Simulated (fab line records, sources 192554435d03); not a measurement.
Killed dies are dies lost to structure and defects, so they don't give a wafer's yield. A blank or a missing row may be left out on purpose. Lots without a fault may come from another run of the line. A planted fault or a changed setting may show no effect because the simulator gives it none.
A struck lot beside a sound one | flow n5_finfet | 15 steps out of a route of 1938
Sound: wafers L740.1, L740.2, L740.4. Struck: wafer L753.2. (L753.3 of the same lot was not struck and is left out.) The cause comes at the end.
At each step with rows: each side's tool, then ch and its chambers, then its first start. Under that, the readings that differ: sound wafers | struck wafers | difference of the means | sigmas: that difference in standard deviations of wafers without a fault.
alike: readings whose means differ by less than 2 such deviations, and words and numbers that are the same on both sides. not compared: withheld readings, readings that some wafer has no value for, bounds like >300 that may hide the same value, and numbers for which the record gives no deviation and whose values overlap.
The two part at a step that has a row with sigmas, a row that says differs or no value, or rows on one side only. Numbers that don't overlap but have no deviation are shown without sigmas and don't part them. A reading that every wafer of one side lacks parts them only if that side has two wafers or more.

first, 6 steps without rows for these wafers: N5_MOL_CONTACT_COAG_COAT_78 (resist thk 40 nm); N5_MOL_CONTACT_COAG_EBR_80; N5_MOL_CONTACT_COAG_SOFTBAKE_79 (time 60 s); N5_MOL_CONTACT_COAG_EXPOSE_81 (exposes mask VG, defocus 0 nm); N5_MOL_CONTACT_COAG_PEB_82 (peb time 60 s); N5_MOL_CONTACT_COAG_DEVELOP_83 (develop time 30 s).
N5_MOL_CONTACT_COAG_CD_MEAS_84: target cd 25.1 nm.
  sound on cd_sem-02 ch 0, day 7 12:07; struck on cd_sem-03 ch 0, day 10 18:58
  alike: cd_nm
N5_MOL_CONTACT_COAG_OVL_MEAS_85:
  sound on overlay-01 ch 0, day 7 12:08; struck on overlay-01 ch 0, day 10 19:01
  alike: VG_OVL
N5_MOL_CONTACT_COAG_INSPECT_57: inspects for defects (brightfield).
  sound on defect_inspect-02, day 7 12:12; struck on defect_inspect-02, day 10 19:04
  alike: raw_defect_count
N5_MOL_CONTACT_COAG_DESCUM_88: chemistry O2, time 7 s.
  sound on rie_diel-04 ch 2,3, day 7 12:20; struck on rie_diel-04 ch 0, day 10 19:07
  alike: drypump_motor_current_A, o2_flow_sccm, oes_product_au, rf_vpp_V, showerhead_plenum_p_Torr, throttle_valve_pct
  not compared: rf_hours_counter_h
N5_MOL_CONTACT_COAG_ETCH_89: etches underlayer in N2/H2, target depth 13 nm, time 10.4 s.
  sound on rie_diel-04 ch 2,3, day 7 12:22; struck on rie_diel-04 ch 0, day 10 19:09
  alike: drypump_motor_current_A, etch_rf_on_time_s, h2_flow_sccm, oes_product_au, rf_vpp_V, showerhead_plenum_p_Torr, throttle_valve_pct
  not compared: rf_hours_counter_h
N5_MOL_CONTACT_COAG_ETCH_90: etches SiARC in CF4, target depth 13 nm, time 21.7 s.
  sound on rie_diel-04 ch 2,3, day 7 12:23; struck on rie_diel-04 ch 0, day 10 19:10
  alike: drypump_motor_current_A, etch_rf_on_time_s, oes_product_au, rf_vpp_V, showerhead_plenum_p_Torr, throttle_valve_pct
  not compared: rf_hours_counter_h
N5_MOL_CONTACT_COAG_ALD_131: deposits SiO2, target thk 5 nm, pulse time 1 s, co reactant pulse time 1 s.
  sound on ald_sin-02 ch 1,2,3, day 7 12:28; struck on ald_sin-04 ch 3, day 10 19:17
  reading                                            | sound    | struck | difference | sigmas
  ald_cycles                                         | 35 35 35 | 41     | +6         |
  model.SiO2_of_MOL_CONTACT_COAG_ALD_131.thk_nm (nm) | 5 5 5    | 5.8    | +0.8       |
  alike: heater_power_w, precursor_pulse_height_rel
N5_MOL_CONTACT_COAG_ETCHBACK_132: etches SiO2 in CHF3, target depth 10 nm, time 6.7 s.
  sound on rie_diel-04 ch 2,3, day 7 12:44; struck on rie_diel-04 ch 1, day 10 19:28
  alike: drypump_motor_current_A, oes_product_au, rf_vpp_V, showerhead_plenum_p_Torr, throttle_valve_pct
  not compared: rf_hours_counter_h
-- the record jumps here: 10 days lie between the struck wafers' starts before and after (it left off in module MOL_CONTACT_COAG and takes up again in module PASSIVATION, whose first step shown is number 1936 of the route) --
N5_PASSIVATION_PROBE_49:
  sound on prober-01, day 17 03:32; struck on prober-02, day 21 02:22
  reading            | sound     | struck | difference | sigmas
  killed_at_contacts | 10 19 14  | 33     | +19        | +3
  killed_dies        | 94 92 102 | 139    | +43        | +2
  alike: killed_at_M0_to_M3, killed_at_M4_up, killed_at_front_end, killed_at_other, killed_on_rim, killed_open, killed_short

WHERE THEY PART
Only at N5_PASSIVATION_PROBE_49, within this record.

WHY: what the simulator had put in
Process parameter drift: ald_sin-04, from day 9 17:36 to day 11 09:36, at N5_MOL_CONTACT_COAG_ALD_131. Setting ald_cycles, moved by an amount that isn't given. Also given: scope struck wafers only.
